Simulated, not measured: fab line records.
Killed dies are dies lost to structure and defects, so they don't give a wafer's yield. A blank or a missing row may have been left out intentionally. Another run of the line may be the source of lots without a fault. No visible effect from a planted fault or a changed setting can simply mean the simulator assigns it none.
fab line records + flow n5_finfet
[record]
- lots = 4
- wafers = 12
- last_day = 17
route steps=1938 shown HKMG_FIN@442 GATE_CUT@465 PASSIVATION@1936
lots untouched by any fault: they come from a run of this same line in which no faults occurred
start_h: hours from the record's first day to the start of the lot's first wafer shown + wait_h: how many hours have passed since the lot's step before this one + " the same as in the row above + L1.1+2: a row that stands for several wafers + - no value, or no start given + * or withheld: withheld + < > ~ a bound
route shown NAME@n: names a module that has steps shown in the file, with the first one's number in the route + usual: mean/standard deviation taken from wafers without a fault + same: alike in all rows + chamber/n: place in a boat + sites: readings site by site + _std_site: the values' standard deviation + _edge_site: outer sites' mean less inner sites' + radius_mm: for every site, how far away it sits from the centre of the wafer + mask NAME#n: copy n + behind: the tool/chamber that last shaped the wafer + hold: the reason the lot was held/the length of the hold in hours/how it ended + device: the transistor (n, p or np) that didn't switch + end of line: tests run on the same wafers once the route is complete + a step given without rows: its recipe and nothing more + killed: at the first sort, the dies lost to defects and structure; wafer yield is something else + map: dies across one wafer; x = killed, . = not, _ = none there
set.NAME: the run value of the setting; set.NAME@STEP: its run value at that earlier step + model.NAME: the simulator's own value behind a step, which no gauge read
lots at some steps of the route; a table a step, a row a wafer
services: when a tool's chamber went out of use (start_h, in hours from the record's first day, below 0 if earlier), for how many hours, and the reason
[[steps]]
[step N5_HKMG_FIN_ALD_91]
[recipe]
- material = TiN
- target_thk_a = 10
- temp_c = 400
- ald_precursor_family = TiCl4
- ald_co_reactant = NH3
- pulse_time_s = 1
- purge_time_s = 3
- co_reactant_purge_time_s = 2
- co_reactant_pulse_time_s = 2
- ald_cycles = 47
- pressure_torr = 3
[step N5_HKMG_FIN_COAT_85]
[recipe]
- resist = SOC
- temp_c = 250
- time_s = 60
- spin_rpm = 1500
- resist_thk_nm = 300
[step N5_HKMG_FIN_ETCH_86]
[recipe]
- chemistry = N2/H2
- target = SOC
- target_depth_a = 3932
- stop_on = TiN
- ion_energy_ev = 100
- bias_w = 61
- pressure_mtorr = 30
- source_w = 850
- n2_flow_sccm = 200
- h2_flow_sccm = 200
[step N5_HKMG_FIN_STRIP_89]
[recipe]
- chemistry = N2/H2
- material = SOC
- time_s = 20
- power_w = 500
- temp_c = 40
- pressure_mtorr = 50
- rf_frequency_hz = 6e+07
- bias_power_w = 8
- h2_frac = 0.5
- n2_flow_sccm = 300
- h2_flow_sccm = 300
[step N5_HKMG_FIN_WET_ETCH_87]
[recipe]
- chemistry = SC1
- target = TiN
- mix = 1:2:40
- temp_c = 50
- time_s = 154.2
- target_depth_nm = 4.7
- dry = ipa_marangoni
- rinse_time_s = 30
- rinse_temp_c = 23
[step N5_HKMG_FIN_STRIP_88]
[recipe]
- chemistry = N2/H2
- power_w = 2500
- temp_c = 300
- h2_frac = 0.65
- time_s = 360
- pressure_mtorr = withheld
- n2_flow_sccm = 1750
- h2_flow_sccm = 3250
[step N5_HKMG_FIN_NWFM_ALD_20]
[recipe]
- material = TiAlC
- target_thk_a = 20
- temp_c = 300
- ald_precursor_family = TiCl4
- ald_co_reactant = TEA
- pulse_time_s = 3
- purge_time_s = 2
- co_reactant_purge_time_s = 2
- co_reactant_pulse_time_s = 10
- ald_cycles = 7
- pressure_torr = 3
[step N5_HKMG_FIN_ALD_71]
[recipe]
- material = TiN
- target_thk_a = 10
- temp_c = 400
- ald_precursor_family = TiCl4
- ald_co_reactant = NH3
- pulse_time_s = 1
- purge_time_s = 3
- co_reactant_purge_time_s = 2
- co_reactant_pulse_time_s = 2
- ald_cycles = 47
- pressure_torr = 3
[step N5_HKMG_FIN_COAT_66]
[recipe]
- resist = SOC
- temp_c = 250
- time_s = 60
- spin_rpm = 1500
- resist_thk_nm = 300
[step N5_HKMG_FIN_ETCH_67]
[recipe]
- chemistry = N2/H2
- target = SOC
- target_depth_a = 3889
- stop_on = TiN
- ion_energy_ev = 100
- bias_w = 61
- pressure_mtorr = 30
- source_w = 850
- n2_flow_sccm = 200
- h2_flow_sccm = 200
[step N5_HKMG_FIN_STRIP_90]
[recipe]
- chemistry = N2/H2
- material = SOC
- time_s = 20
- power_w = 500
- temp_c = 40
- pressure_mtorr = 50
- rf_frequency_hz = 6e+07
- bias_power_w = 8
- h2_frac = 0.5
- n2_flow_sccm = 300
- h2_flow_sccm = 300
[step N5_HKMG_FIN_WET_ETCH_73]
[recipe]
- chemistry = SC1
- mix = 1:2:40
- temp_c = 50
- time_s = 42.3
- target_depth_nm = 1.3
- dry = ipa_marangoni
- rinse_time_s = 30
- rinse_temp_c = 23
[step N5_HKMG_FIN_ETCHBACK_68]
[recipe]
- chemistry = Cl2/Ar
- stop_on = HfO2
- target_depth_a = 5
- pressure_mtorr = 10
- icp_w = 600
- bias_w = 60
- Cl2_flow_sccm = 40
- Ar_flow_sccm = 60
[usual]
- chamber_pressure_mTorr = 10.000/0.0092
- drypump_motor_current_A = 5.8/0.42
- mfc_ar_sccm = 59.99/0.21
- oes_ar_750_au = 0.80/0.084
- oes_product_au = 0.80/0.087
- rf_fwd_power_W = 596.7/2.1
- throttle_valve_pct = 20.89/0.25
| lot.wafer | tool         | chamber | start_h | wait_h | chamber_pressure_mTorr | drypump_motor_current_A | mfc_ar_sccm | oes_ar_750_au | oes_product_au | rf_fwd_power_W | rf_hours_counter_h | throttle_valve_pct |
|-----------|--------------|---------|---------|--------|------------------------|-------------------------|-------------|---------------|----------------|----------------|--------------------|--------------------|
| L725.2    | rie_metal-02 | 0       | 131.49  | 0.0    | 10.004                 | 5.4                     | 59.92       | 0.60          | 0.59           | 600.6          | 125                | 21.55              |
| L725.3    | "            | 1       | "       | "      | 10.005                 | 5.2                     | 59.80       | 0.85          | 0.82           | 595.4          | -                  | 20.98              |
| L725.5    | "            | 1       | "       | "      | 9.998                  | 5.2                     | 59.79       | 0.85          | 0.83           | 593.2          | -                  | 20.98              |
| L728.1    | rie_metal-01 | 0       | 150.95  | 0.0    | 9.988                  | 6.4                     | 59.69       | 0.77          | 0.77           | 594.7          | 43                 | 20.63              |
| L728.3    | "            | 0       | "       | "      | 10.007                 | 6.4                     | 60.02       | 0.77          | 0.78           | 591.3          | -                  | 20.62              |
| L728.4    | "            | 1       | "       | "      | 10.000                 | 6.0                     | 60.17       | 0.81          | 0.78           | 599.2          | -                  | 20.75              |
| L734.3    | rie_metal-01 | 1       | 179.48  | 0.1    | 10.000                 | 6.0                     | 59.82       | 0.80          | 0.78           | 595.6          | -                  | 20.76              |
| L734.4    | "            | 0       | "       | "      | 9.998                  | 6.4                     | 60.29       | 0.76          | 0.77           | 596.3          | -                  | 20.62              |
| L734.5    | "            | 0       | "       | "      | 10.011                 | 6.5                     | 60.11       | 0.76          | 0.77           | 597.3          | -                  | 20.64              |
| L737.1    | rie_metal-01 | 1       | 205.27  | 0.0    | 9.996                  | 6.1                     | 59.80       | 0.80          | 0.77           | 597.6          | 39                 | 20.76              |
| L737.3    | "            | 0       | "       | "      | 10.005                 | 6.4                     | 59.90       | 0.75          | 0.76           | 596.8          | -                  | 20.65              |
| L737.4    | "            | 1       | "       | "      | 10.004                 | 6.0                     | 59.99       | 0.79          | 0.77           | 593.5          | -                  | 20.76              |
[step N5_HKMG_FIN_STRIP_69]
[recipe]
- chemistry = N2/H2
- power_w = 2500
- temp_c = 300
- h2_frac = 0.65
- time_s = 360
- pressure_mtorr = withheld
- n2_flow_sccm = 1750
- h2_flow_sccm = 3250
[step N5_HKMG_FIN_ALD_21]
[recipe]
- material = TiN
- target_thk_a = 15
- temp_c = 400
- ald_precursor_family = TiCl4
- ald_co_reactant = NH3
- pulse_time_s = 1
- purge_time_s = 3
- co_reactant_purge_time_s = 2
- co_reactant_pulse_time_s = 2
- ald_cycles = 68
- pressure_torr = 3
[step N5_HKMG_FIN_ALD_72]
[recipe]
- material = W
- target_thk_a = 20
- temp_c = 300
- pressure_torr = 7.5
- ald_precursor_family = WF6
- ald_co_reactant = B2H6
- pulse_time_s = 1
- purge_time_s = 2
- co_reactant_purge_time_s = 2
- co_reactant_pulse_time_s = 3
- ald_cycles = 7
[step N5_HKMG_FIN_W_FILL_22]
[recipe]
- material = W
- target_thk_a = 600
- temp_c = 400
- pressure_torr = 39.4
- time_s = 18.2
[step N5_HKMG_FIN_PRECLEAN_83]
[recipe]
- chemistry = DIW
- time_s = 57.5
- temp_c = 23
[step N5_HKMG_FIN_SRD_84]
[recipe]
- dry_time_s = 32
- dry = n2_spin
- spin_rpm = 1500
[step N5_HKMG_FIN_CMP_23]
[recipe]
- stop_on = SiNx
- t_overpolish_s = 10
- post_cmp_clean = rinse_only
- down_force_psi = 4
- platen_rpm = 50.289
- pad_velocity_m_s = 1.0006
- target_thk_nm = 46.326
[step N5_HKMG_FIN_CMP_94]
[recipe]
- stop_on = SiNx
- post_cmp_clean = w_dilute_nh4oh
- t_overpolish_s = 4.7
- down_force_psi = 4
- platen_rpm = 50.289
- pad_velocity_m_s = 1.0006
- target_thk_nm = 43.299
[step N5_GATE_CUT_ETCHBACK_00]
[recipe]
- chemistry = SF6/Cl2
- target = W
- pressure_mtorr = 8
- icp_w = 900
- bias_w = 80
- SF6_flow_sccm = 40
- Cl2_flow_sccm = 60
[step N5_GATE_CUT_ETCH_56]
[recipe]
- chemistry = Cl2/Ar
- target = TiN
- target_depth_a = 216
- pressure_mtorr = 10
- icp_w = 600
- bias_w = 60
- Cl2_flow_sccm = 40
- Ar_flow_sccm = 60
[step N5_GATE_CUT_ETCHBACK_30]
[recipe]
- chemistry = Cl2/Ar
- target = TiN
- target_depth_a = 30
- mode = isotropic
- pressure_mtorr = 10
- icp_w = 600
- bias_w = 60
- Cl2_flow_sccm = 40
- Ar_flow_sccm = 60
[step N5_GATE_CUT_VAPOR_ETCH_60]
[recipe]
- chemistry = BCl3/Cl2
- target = HfO2
- mode = isotropic
[step N5_GATE_CUT_ETCH_58]
[recipe]
- chemistry = CH3F/O2
- target = SiNx
- target_depth_a = 170
- time_s = 128.6
- ion_energy_ev = 50
- pressure_mtorr = 30
- source_w = 415
- bias_w = 21
- Ar_flow_sccm = 150
- CH3F_flow_sccm = 30
- O2_flow_sccm = 20
[step N5_GATE_CUT_STRIP_59]
[recipe]
- chemistry = N2/H2
- time_s = 20
- power_w = 100
- temp_c = 40
- pressure_mtorr = 100
- rf_frequency_hz = 6e+07
- bias_power_w = 3
- n2_flow_sccm = 300
- h2_flow_sccm = 300
[step N5_GATE_CUT_PRECLEAN_31]
[recipe]
- temp_c = 23
- chemistry = DIW
- time_s = 300
[step N5_GATE_CUT_SRD_32]
[recipe]
- time_s = 30
- temp_c = 23
- rinse_liquid = diw
- dry = ipa_marangoni
[step N5_GATE_CUT_SAC_CAP_01]
[recipe]
- material = SiNx
- target_thk_a = 240
- temp_c = 400
- ald_precursor_family = SiH2I2
- ald_co_reactant = N2/H2-plasma
- pulse_time_s = 1
- ald_cycles = 480
- purge_time_s = 2
- co_reactant_purge_time_s = 2
- pressure_torr = 2
[step N5_GATE_CUT_PECVD_57]
[recipe]
- material = SiNx
- target_thk_a = 210
- temp_c = 400
- precursor = SiH4/NH3/N2
- pressure_torr = 1.5
- rf_w = 300
[step N5_GATE_CUT_CMP_02]
[recipe]
- stop_on = SiO2
- t_overpolish_s = 12.7
- post_cmp_clean = alkaline_brush
- down_force_psi = 2.5
- platen_rpm = 51.8
- pad_velocity_m_s = 1.0307
- target_thk_nm = 0
[step N5_GATE_CUT_HM_DEP_46]
[recipe]
- material = SiO2
- target_thk_a = 1300
- temp_c = 400
- precursor = TEOS/O2
- pressure_torr = 6.5
- rf_w = 900
- teos_flow_sccm = 161.4
- gas = O2
- flow_sccm = 2650
- time_s = 26.6
[step N5_GATE_CUT_COAT_34]
[recipe]
- resist = SOC
- temp_c = 250
- time_s = 60
- spin_rpm = 1500
- resist_thk_nm = 60
[step N5_GATE_CUT_COAT_35]
[recipe]
- resist = SiARC
- temp_c = 220
- time_s = 60
- spin_rpm = 1500
- resist_thk_nm = 10
[step N5_GATE_CUT_COAT_27]
[recipe]
- resist = underlayer
- temp_c = 205
- time_s = 60
- spin_rpm = 1500
- resist_thk_nm = 10
[step N5_GATE_CUT_COAT_07]
[recipe]
- resist = CAR-EUV
- spin_rpm = 1500
- resist_thk_nm = 30
[step N5_GATE_CUT_EBR_09]
[recipe]
- solvent = PGMEA
- ebr_width_mm = 1.5
[step N5_GATE_CUT_SOFTBAKE_08]
[recipe]
- temp_c = 110
- time_s = 60
- resist = CAR-EUV
[step N5_PASSIVATION_PROBE_49]
[usual]
- defect_limited_yield = 91.7/1.2
- killed_at_M0_to_M3 = 33/9.5
- killed_at_M4_up = 13/4.9
- killed_at_contacts = 13/6.6
- killed_at_front_end = 36/11
- killed_at_other = 3.0/2.6
- killed_dies = 97/14
- killed_on_rim = 13/3.8
- killed_open = 65/11
- killed_short = 31/6.6
- sort_bin_5_function = 4.8/0.82
- sort_bin_6_memory = 3.1/0.58
- sort_n_pass = 1083/14
- sort_yield_pct = 91.7/1.2
[same]
- gross_dies = 1180
- killed_at_back_side = 0
- sort_bin_4_leakage[%] = 0
- sort_bin_8_speed[%] = 0
| lot.wafer | tool      | chamber | start_h | wait_h | defect_limited_yield[%] | killed_at_M0_to_M3 | killed_at_M4_up | killed_at_contacts | killed_at_front_end | killed_at_other | killed_dies | killed_on_rim | killed_open | killed_short | sort_bin_5_function[%] | sort_bin_6_memory[%] | sort_n_pass | sort_yield_pct[%] |
|-----------|-----------|---------|---------|--------|-------------------------|--------------------|-----------------|--------------------|---------------------|-----------------|-------------|---------------|-------------|--------------|------------------------|----------------------|-------------|-------------------|
| L728.4    | prober-01 | -       | 351.91  | 0.2    | 93.3                    | 24                 | 11              | 13                 | 28                  | 3               | 79          | 6             | 51          | 26           | 5.0                    | 1.5                  | 1101        | 93.3              |
| L734.3    | prober-02 | -       | 378.86  | 0.1    | 87.2                    | 34                 | 5               | 15                 | 96                  | 1               | 151         | 23            | 50          | 30           | 8.5                    | 3.2                  | 1029        | 87.2              |
| L737.1    | prober-02 | -       | 417.23  | 0.0    | 86.2                    | 27                 | 18              | 5                  | 108                 | 5               | 163         | 28            | 58          | 35           | 8.5                    | 3.5                  | 1017        | 86.2              |
| L737.4    | prober-02 | -       | 417.38  | 0.2    | 86.9                    | 36                 | 16              | 8                  | 93                  | 2               | 155         | 24            | 68          | 27           | 7.3                    | 4.0                  | 1025        | 86.9              |
// killed by level:class
L728.4 MOL_CONTACT_COAG:geometric_particle:open=9 BEOL_M1:geometric_particle:open=6 GATE_CUT:geometric_particle:short=5 BEOL_M0_SAQP:geometric_particle:open=5 FIN_SAQP:geometric_particle:open=4 FIN_SAQP:geometric_particle:short=4 STI_FIN_REVEAL:geometric_particle:open=4 MOL_CONTACT_COAG:geometric_particle:short=4
L734.3 HKMG_FIN:unspecified=71 MOL_CONTACT_COAG:geometric_particle:open=10 BEOL_M0_SAQP:geometric_particle:open=10 BEOL_M0_SAQP:geometric_particle:short=8 BEOL_M1:geometric_particle:open=7 FIN_SAQP:geometric_particle:open=6 FIN_SAQP:geometric_particle:short=5 MOL_CONTACT_COAG:geometric_particle:short=5
L737.1 HKMG_FIN:unspecified=69 FIN_SAQP:geometric_particle:short=11 BEOL_M4:geometric_particle:open=11 STI_FIN_REVEAL:geometric_particle:open=8 DUMMY_GATE:geometric_particle:open=7 BEOL_M0_SAQP:geometric_particle:open=5 FIN_SAQP:geometric_particle:open=4 BEOL_M1:geometric_particle:open=4
L737.4 HKMG_FIN:unspecified=60 STI_FIN_REVEAL:geometric_particle:open=12 BEOL_M3:geometric_particle:open=12 BEOL_M4:geometric_particle:open=10 MOL_CONTACT_COAG:geometric_particle:open=6 BEOL_M1:geometric_particle:open=6 STI_FIN_REVEAL:geometric_particle:short=4 BEOL_M0_SAQP:geometric_particle:open=4
// map L734.3 (x killed, . not)
_________________..........xx________________
______________...xx............._____________
___________..............x.........__________
__________.......x.................._________
________............x...........x...x._______
_______.............x..................______
______....x......x..........x..x.......x_____
_____.....................x............xx____
____..x...x...................x........x..___
___.....x...........x.x.......x......x.xxxx__
___...................x...............xxxxx__
__...........x..........x.......x.x..xxxxxxx_
__............xx......x..x......x..xxxxxxxxx_
_.................x..................xxxxxxxx
_..............................x.....xxxxxxxx
_.......................x............x.xxxxxx
_........xx...........x....x.x........xxxxxxx
_....xx.......x...x..................x..xxxxx
_................................x.x...x..xx.
_..............x.....x.x.......x...x.........
_x..x...........x.......xx.....x...........x.
__...............x.........x..............x._
__.............................x...........x_
___...........x.x.....xx...................__
___.......................x................__
____.....x.......x....x........x..........___
_____.............x.................x....____
______...x...x.........................._____
_______.....................x.x........______
________............x...............x._______
__________.............x............_________
___________........................__________
______________.............x...._____________
_________________............________________
// map L737.1 (x killed, . not)
_________________....x..x.x..________________
______________.x................_____________
___________.......x..............x.__________
__________x.....................x..._________
________......x...x.................x._______
_______..............x.................______
______.x...........x...................._____
_____...................x.........x...xx.____
____..............................x.x...xx___
___.......x........................x..xxxxx__
___................x.............x..xxxxxxx__
__........xx.............x......x.xx.xxxxxxx_
__..................xx.............x.xxxxxxx_
_.....x..........x.........xx..x....x.xxxxxxx
_..................x....x..x.........x.xxxxxx
_..............xx...............x...x.xxxxxxx
_........x...........x...............xxxxxxxx
_....................x...................xxxx
_..x..............x.................x.xx.x...
_....xx................x...........x.........
_....x...x................x..................
__...xx.....x.....x........................._
__......x.xx.x.............x........x......._
___.............................xx.........__
___................x............x..........__
____x.x....x...x..........xx..............___
_____.............x.x....................____
______.......x........x.......x...x...x._____
_______......x.............x.x.........______
________.......................x......_______
__________..xx...........x.....x...._________
___________.........x......x.......__________
______________..x.............x._____________
_________________..........x.________________
[[services]]
| tool         | chamber | start_h | hours | kind           |
|--------------|---------|---------|-------|----------------|
| rie_metal-02 | -       | 125.48  | 2.8   | pm             |
| rie_metal-02 | -       | 129.73  | 0.8   | repair         |
| rie_metal-02 | 0       | 205.29  | -     | clean          |
| rie_metal-02 | 0       | 205.29  | 13.4  | scheduled_down |
| rie_metal-02 | 0       | 205.29  | 13.4  | vent_cycle     |
[[key]]
[first_sign]
- step = N5_PASSIVATION_PROBE_49
- reading = killed_at_front_end
- direction = up
- sigmas = 6
- usual = 36
- struck = 99
[effect]
- step = N5_PASSIVATION_PROBE_49
- reading = defect_limited_yield
- direction = down
- sigmas = 4.1
- usual = 91.7
- struck = 86.8
[more_kills_born_at]
- N5_HKMG_FIN_ETCHBACK_68@rie_metal-01 = 200
met_at N5_HKMG_FIN_ETCHBACK_68
struck_wafers L734.3,L737.1,L737.4
onset_between 150.95 179.48
[fault]
- kind = chamber_particle_source
- tool = rie_metal-01
- chamber = 1
- onset_h = 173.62
- steps = N5_HKMG_FIN_ETCHBACK_68
- rate_per_visit_cm2 = 0.56977
- end_h = 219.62
